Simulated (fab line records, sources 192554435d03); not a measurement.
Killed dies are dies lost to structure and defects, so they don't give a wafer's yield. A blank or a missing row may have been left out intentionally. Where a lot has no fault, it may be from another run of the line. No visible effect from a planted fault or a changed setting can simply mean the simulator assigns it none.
fab line records ; flow n5-finfet ; part 2 of 2: steps 25 to 32 of 32
record lots=5; wafers=15; last-day=15
route steps=1938 shown BEOL_M11@1592 BEOL_M12@1602
lots that met no fault: taken from a fault-free run of the same line
start-h: start of the lot's first displayed wafer, in hours after the record's first day ; wait-h: time in hours since the lot's previous step ; " unchanged from the row above ; L1.1+2: a single row standing in for several wafers ; - either no value or no given start ; * or withheld: withheld ; < > ~ a bound
route shown NAME@n: NAME is a module with steps in the file, n the number in the route of the first one ; usual: average and standard deviation across the fault-free wafers ; same: alike in all rows ; chamber/n: place in a boat ; sites: per-site readings ; _std_site: the values' standard deviation ; _edge_site: inner sites' mean taken away from outer sites' mean ; radius-mm: for every site, how far away it sits from the centre of the wafer ; mask NAME#n: copy n ; behind: the last tool/chamber to shape the wafer ; hold: what put the lot on hold/how long, in hours/how the hold closed ; device: the transistor (n, p or np) that didn't switch ; end of line: the same wafers' tests at the end of the route ; for a step that has no rows: nothing shown but its recipe ; killed: at the first sort, the dies lost to defects and structure; wafer yield is something else ; map: per-die view of a wafer (x killed, . not killed, _ where there is no die)
set.NAME: the setting as run; set.NAME@STEP: as run at that earlier step ; model.NAME: the simulator's own value behind a step, which no gauge read
certain route steps with their lots: each step a table, each wafer a row
services: the hour from which a tool's chamber was out of use, counted from the record's first day as start-h (under 0 if before that day), plus the number of hours and why
## steps
# step N5_BEOL_M12_ETCH_59
# recipe chemistry=N2/H2; target=BARC; target-depth-a=890; overetch-a=267; time-s=67.9; ion-energy-ev=200; pressure-mtorr=30; source-w=840; bias-w=150; n2-flow-sccm=200; h2-flow-sccm=200
# usual drypump-motor-current-A=5.6/0.44; oes-product-au=0.67/0.053; rf-vpp-V=523.8/1.9; showerhead-plenum-p-Torr=2.54/0.06; throttle-valve-pct=17.97/0.21
lot.wafer;tool;chamber;start-h;wait-h;drypump-motor-current-A;oes-product-au;rf-hours-counter-h;rf-vpp-V;showerhead-plenum-p-Torr;throttle-valve-pct
L083.3;rie-diel-05;1;280.14;0.0;5.7;0.62;210;522.9;2.51;17.91
L083.4;rie-diel-05;3;280.14;0.0;6.3;0.66;155;523.1;2.55;17.97
L083.6;rie-diel-05;0;280.14;0.0;5.9;0.66;-;524.7;2.55;18.26
L085.1;rie-diel-01;3;296.44;0.0;6.1;0.70;98;524.5;2.57;17.84
L085.2;rie-diel-01;1;296.44;0.0;5.3;0.78;19;524.1;2.58;17.66
L085.4;rie-diel-01;0;296.44;0.0;5.1;0.62;169;522.9;2.54;17.95
L084.2;rie-diel-02;1;296.67;0.0;6.3;0.77;11;520.8;2.50;17.76
L084.4;rie-diel-02;2;296.67;0.0;6.3;0.70;65;528.6;2.70;17.90
L084.6;rie-diel-02;3;296.67;0.0;5.4;0.60;-;522.1;2.53;18.29
L089.1;rie-diel-01;2;320.09;0.0;5.3;0.63;213;519.8;2.42;18.32
L089.3;rie-diel-01;1;320.09;0.0;5.3;0.77;28;523.8;2.58;17.67
L089.6;rie-diel-01;3;320.09;0.0;6.1;0.69;-;524.1;2.57;17.86
L088.3;rie-diel-01;3;320.52;0.0;6.1;0.69;106;525.0;2.57;17.85
L088.5;rie-diel-01;2;320.52;0.0;5.3;0.62;-;519.9;2.42;18.30
L088.6;rie-diel-01;1;320.52;0.0;5.3;0.76;-;524.1;2.58;17.67
# step N5_BEOL_M12_VIA_ETCH_16
# recipe chemistry=C4F8/O2/Ar; target=SiOC; pressure-mtorr=30; source-w=3000; bias-w=700; Ar_flow_sccm=400; C4F8_flow_sccm=15; O2_flow_sccm=8; he-inner-torr=15; he-outer-torr=30; target-depth-a=7248; time-s=withheld; ion-energy-ev=250; ends=cleared
# usual C4F8_flow_sccm=15.00/0.045; drypump-motor-current-A=5.6/0.44; oes-product-au=0.71/0.063; rf-vpp-V=665.3/2.4; showerhead-plenum-p-Torr=3.42/0.078; throttle-valve-pct=24.33/0.15
lot.wafer;tool;chamber;start-h;wait-h;C4F8_flow_sccm;drypump-motor-current-A;oes-product-au;rf-vpp-V;showerhead-plenum-p-Torr;throttle-valve-pct
L083.3;rie-diel-05;1;280.19;0.0;14.98;5.7;0.64;664.2;3.41;24.41
L083.4;rie-diel-05;3;280.19;0.0;15.07;6.4;0.70;666.4;3.41;24.22
L083.6;rie-diel-05;0;280.19;0.0;15.00;5.9;0.70;666.4;3.41;24.43
L085.1;rie-diel-01;3;296.49;0.0;15.06;6.1;0.75;668.0;3.48;24.15
L085.2;rie-diel-01;1;296.49;0.0;14.97;5.3;0.84;667.9;3.50;24.25
L085.4;rie-diel-01;0;296.49;0.0;15.00;5.1;0.65;666.2;3.41;24.27
L084.2;rie-diel-02;1;296.73;0.0;14.95;6.3;0.83;665.1;3.36;24.20
L084.4;rie-diel-02;2;296.73;0.0;15.02;6.3;0.74;669.0;3.61;24.25
L084.6;rie-diel-02;3;296.73;0.0;15.00;5.4;0.63;664.8;3.37;24.40
L089.1;rie-diel-01;2;320.14;0.0;14.94;5.2;0.65;660.9;3.27;24.64
L089.3;rie-diel-01;1;320.14;0.0;15.03;5.3;0.83;667.0;3.50;24.26
L089.6;rie-diel-01;3;320.14;0.0;14.95;6.1;0.73;666.4;3.47;24.16
L088.3;rie-diel-01;3;320.58;0.0;14.94;6.1;0.74;666.0;3.47;24.16
L088.5;rie-diel-01;2;320.58;0.0;14.96;5.2;0.66;661.6;3.27;24.65
L088.6;rie-diel-01;1;320.58;0.0;15.04;5.3;0.82;668.0;3.50;24.27
# step N5_BEOL_M12_STRIP_63
# recipe chemistry=N2/H2; power-w=1000; temp-c=250; h2-frac=0.65; overash-fraction=0.3; pressure-mtorr=1000; n2-flow-sccm=1750; h2-flow-sccm=3250
# usual drypump-motor-current-A=5.52/0.3; heater-power-w=322/22; oes-product-au=0.693/0.0046; strip-time-to-endpoint-s=42.8/0.8
lot.wafer;tool;chamber;start-h;wait-h;drypump-motor-current-A;heater-power-w;oes-product-au;rf-hours-counter-h;strip-time-to-endpoint-s
L083.3;plasma-asher-02;0;280.41;-;5.79;353;0.694;-;42.7
L083.4;plasma-asher-02;1;280.41;-;5.23;303;0.701;-;42.9
L083.6;plasma-asher-02;1;280.41;-;5.24;297;0.691;-;43.0
L085.1;plasma-asher-01;0;296.69;-;5.83;314;0.691;83;42.3
L085.2;plasma-asher-01;1;296.69;-;5.18;315;0.689;83;42.3
L085.4;plasma-asher-01;1;296.69;-;5.21;313;0.682;-;42.6
L084.2;plasma-asher-01;1;296.93;-;5.23;308;0.698;83;42.3
L084.4;plasma-asher-01;1;296.93;-;5.19;307;0.692;-;43.5
L084.6;plasma-asher-01;0;296.93;-;5.81;318;0.690;-;41.7
L089.1;plasma-asher-02;1;320.35;-;5.21;306;0.696;135;44.4
L089.3;plasma-asher-02;1;320.35;-;5.25;292;0.697;-;43.1
L089.6;plasma-asher-02;1;320.35;-;5.24;297;0.695;-;43.3
L088.3;plasma-asher-02;1;320.79;-;5.23;293;0.701;-;43.7
L088.5;plasma-asher-02;1;320.79;-;5.24;303;0.695;-;42.3
L088.6;plasma-asher-02;0;320.79;-;5.82;339;0.688;-;41.3
# step N5_BEOL_M12_STRIP_64
# recipe chemistry=N2/H2; power-w=1000; temp-c=250; h2-frac=0.65; overash-fraction=0.3; pressure-mtorr=withheld; n2-flow-sccm=1750; h2-flow-sccm=3250
# usual drypump-motor-current-A=5.52/0.3; heater-power-w=322/23; oes-product-au=0.714/0.0049; strip-time-to-endpoint-s=31.31/0.075
lot.wafer;tool;chamber;start-h;wait-h;drypump-motor-current-A;heater-power-w;oes-product-au;rf-hours-counter-h;strip-time-to-endpoint-s
L083.3;plasma-asher-02;0;280.47;0.0;5.85;356;0.717;-;31.34
L083.4;plasma-asher-02;1;280.47;0.0;5.25;297;0.715;-;31.34
L083.6;plasma-asher-02;1;280.47;0.0;5.23;296;0.721;-;31.33
L085.1;plasma-asher-01;0;296.75;0.0;5.81;327;0.715;83;31.35
L085.2;plasma-asher-01;1;296.75;0.0;5.20;307;0.709;83;31.38
L085.4;plasma-asher-01;1;296.75;0.0;5.18;318;0.721;-;31.30
L084.2;plasma-asher-01;1;296.99;0.0;5.18;315;0.714;83;31.27
L084.4;plasma-asher-01;1;296.99;0.0;5.20;314;0.713;-;31.27
L084.6;plasma-asher-01;0;296.99;0.0;5.81;321;0.716;-;31.22
L089.1;plasma-asher-02;1;320.41;0.0;5.23;299;0.712;135;31.34
L089.3;plasma-asher-02;1;320.41;0.0;5.23;292;0.719;-;31.36
L089.6;plasma-asher-02;1;320.41;0.0;5.24;299;0.716;-;31.32
L088.3;plasma-asher-02;1;320.85;0.0;5.23;302;0.722;-;31.34
L088.5;plasma-asher-02;1;320.85;0.0;5.22;296;0.715;-;31.32
L088.6;plasma-asher-02;0;320.85;0.0;5.81;345;0.709;-;31.32
# step N5_BEOL_M12_STRIP_71
# recipe chemistry=post-etch-residue-remover; time-s=60; temp-c=25; remover-ph=withheld; remover-water-wt-pct=withheld; remover-fluoride-wt-pct=withheld
lot.wafer;tool;chamber;start-h;wait-h
L083.3+4+6;wet-bench-04;6,5,3;280.54;0.0
L085.1+2+4;wet-bench-04;4,6,7;296.89;0.1
L084.2+4+6;wet-bench-04;7,5,1;297.07;0.1
L089.1+3+6;wet-bench-03;1,0,4;320.54;0.1
L088.3+5+6;wet-bench-04;7,5,1;320.92;0.0
# step N5_BEOL_M12_SRD_72
# recipe time-s=30; temp-c=23; rinse-liquid=diw; dry=n2-spin; spin-rpm=1500; dry-time-s=30
# usual do-supply-ppb=10.01/0.1
lot.wafer;tool;chamber;start-h;wait-h;do-supply-ppb
L083.3;wet-bench-04;6;280.56;0.0;9.91
L083.4;wet-bench-04;5;280.56;0.0;10.08
L083.6;wet-bench-04;3;280.56;0.0;9.92
L085.1;wet-bench-04;4;296.91;0.0;9.95
L085.2;wet-bench-04;6;296.91;0.0;9.91
L085.4;wet-bench-04;7;296.91;0.0;10.04
L084.2;wet-bench-04;7;297.09;0.0;10.02
L084.4;wet-bench-04;5;297.09;0.0;9.91
L084.6;wet-bench-04;1;297.09;0.0;9.98
L089.1;wet-bench-03;1;320.56;0.0;9.99
L089.3;wet-bench-03;0;320.56;0.0;10.11
L089.6;wet-bench-03;4;320.56;0.0;10.16
L088.3;wet-bench-04;7;320.94;0.0;9.92
L088.5;wet-bench-04;5;320.94;0.0;9.89
L088.6;wet-bench-04;1;320.94;0.0;10.02
# step N5_BEOL_M12_CD_MEAS_17
# recipe target-cd-nm=140; polarity=opening
# usual cd-nm=139.4/1.9
lot.wafer;tool;chamber;start-h;wait-h;cd-nm
L083.3;cd-sem-01;-;280.60;0.0;139.8
L083.4;cd-sem-01;-;280.60;0.0;142.0
L083.6;cd-sem-01;-;280.60;0.0;142.3
L085.1;cd-sem-03;-;296.95;0.0;138.8
L085.2;cd-sem-03;-;296.95;0.0;138.1
L085.4;cd-sem-03;-;296.95;0.0;139.6
L084.2;cd-sem-02;-;297.13;0.0;140.2
L084.4;cd-sem-02;-;297.13;0.0;136.4
L084.6;cd-sem-02;-;297.13;0.0;140.1
L089.1;cd-sem-03;-;320.60;0.0;141.1
L089.3;cd-sem-03;-;320.60;0.0;138.3
L089.6;cd-sem-03;-;320.60;0.0;138.8
L088.3;cd-sem-01;-;320.99;0.0;142.9
L088.5;cd-sem-01;-;320.99;0.0;140.8
L088.6;cd-sem-01;-;320.99;0.0;137.6
# step N5_BEOL_M12_COAT_65
# recipe resist=SOC; temp-c=250; time-s=60; spin-rpm=1500; resist-thk-nm=300
# usual dispense-pressure-kPa=49/5.8
lot.wafer;tool;chamber;start-h;wait-h;dispense-pressure-kPa
L083.3;litho-track-04;0;280.64;0.0;56
L083.4;litho-track-04;0;280.64;0.0;56
L083.6;litho-track-04;0;280.64;0.0;56
L085.1;litho-track-05;0;296.99;0.0;49
L085.2;litho-track-05;0;296.99;0.0;49
L085.4;litho-track-05;0;296.99;0.0;49
L084.2;litho-track-05;0;297.17;0.0;49
L084.4;litho-track-05;0;297.17;0.0;49
L084.6;litho-track-05;0;297.17;0.0;49
L089.1;litho-track-04;0;320.64;0.0;56
L089.3;litho-track-04;0;320.64;0.0;56
L089.6;litho-track-04;0;320.64;0.0;56
L088.3;litho-track-02;0;321.02;0.0;43
L088.5;litho-track-02;0;321.02;0.0;43
L088.6;litho-track-02;0;321.02;0.0;43
## services
tool;chamber;start-h;hours;kind
krf-scanner-01;-;255.16;0.8;pm
cmp-03;-;256.62;4.3;pm
cmp-04;-;266.60;13.3;pm
pecvd-01;0;267.38;19.8;repair
cmp-03;-;269.62;0.8;repair
krf-scanner-01;-;271.28;1.0;pm
rie-diel-02;-;274.83;1.4;repair
pecvd-04;-;279.00;2.8;pm
cmp-03;-;279.65;2.3;repair
cmp-02;-;282.05;0.3;repair
cmp-04;-;286.89;0.5;repair
pvd-sputter-03;-;291.12;9.5;repair
pecvd-02;-;291.96;6.0;pm
krf-scanner-01;-;293.40;0.5;repair
rtp-anneal-02;-;295.23;1.1;pm
krf-scanner-02;-;297.31;3.6;repair
cmp-04;-;298.80;0.6;repair
wet-bench-04;-;301.60;4.1;repair
cmp-03;-;302.56;0.2;repair
pecvd-02;1;306.84;14.1;repair
krf-scanner-02;-;309.39;1.0;pm
cvd-co-02;-;310.23;1.4;repair
cmp-02;-;313.03;4.0;pm
krf-scanner-02;-;313.78;0.8;pm
